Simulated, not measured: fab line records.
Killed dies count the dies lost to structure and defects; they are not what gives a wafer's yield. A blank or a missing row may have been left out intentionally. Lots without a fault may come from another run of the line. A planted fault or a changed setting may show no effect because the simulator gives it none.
Matching of chambers ; flow nand-harc ; 4 sister chambers for NHARC_A_CHANNEL_FILL_D2_ETCHBACK_20 on rie-diel-01
The step etches the open film in C4F8/O2/Ar, target depth 27 nm, time 13.5 s. 20 wafers are shown with their chamber, then 10 later ones without.

WAFERS PAIRED WITH THEIR CHAMBERS
wafer;chamber;rf-vpp-V (V);bias-w (W);oes-product-au (a.u.)
L074.1;2;977;1500;0.986
L074.2;0;984;1506;0.988
L074.5;3;978;1496;0.997
L081.3;2;975;1510;0.997
L081.4;3;977;1496;1.015
L081.6;0;983;1499;0.986
L082.2;0;983;1501;0.989
L082.4;3;977;1506;1.010
L082.6;2;975;1496;1.005
L086.1;0;983;1503;0.993
L086.2;2;975;1499;1.004
L086.5;0;984;1502;0.996
L087.1;1;971;1500;0.997
L087.4;0;983;1497;0.995
L087.6;0;984;1501;1.008
L091.1;3;977;1507;1.019
L091.5;1;971;1493;1.002
L091.6;0;985;1504;1.006
L089.2;1;972;1490;0.924
L089.3;2;974;1497;0.913

SIGNATURES, as means of the wafers listed above
reading;chamber 0;chamber 1;chamber 2;chamber 3;scatter within a chamber
rf-vpp-V;983.62;971.33;975.20;977.25;0.794
bias-w;1501.62;1494.33;1500.40;1501.25;4.64
oes-product-au;0.99513;0.97433;0.98100;1.01025;0.0257
Rule: a wafer's distance from a chamber is the root of the sum, over the readings, of the square of ((its reading less the chamber's mean) divided by the reading's scatter). The wafer belongs to the nearest chamber; if the next one is less than 2 further off, it can't be placed. The scatter: take each reading less its chamber's mean, square it, sum over the shown wafers, divide by the number of wafers less the number of chambers, and take the root.

WAFERS WITH NO CHAMBER GIVEN
wafer;rf-vpp-V (V);bias-w (W);oes-product-au (a.u.)
L089.5;985;1504;0.927
L092.1;975;1502;0.994
L092.5;975;1510;0.997
L092.6;976;1504;1.000
L094.2;975;1500;0.995
L094.4;971;1500;1.001
L094.5;977;1501;1.014
L097.1;977;1490;0.967
L097.2;975;1502;1.001
L097.6;976;1499;0.995

THE CHAMBER EACH PASSED THROUGH
wafer;from the rows above;in truth
L089.5;0;0
L092.1;2;2
L092.5;can't be placed: 2 or 3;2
L092.6;can't be placed: 2 or 3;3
L094.2;2;2
L094.4;1;1
L094.5;3;3
L097.1;can't be placed: 3 or 2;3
L097.2;can't be placed: 2 or 3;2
L097.6;can't be placed: 2 or 3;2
Placed correctly: 5 of 10. These rows do not allow placing 5 (true chamber among the candidates in 5). Wrongly placed: 0.
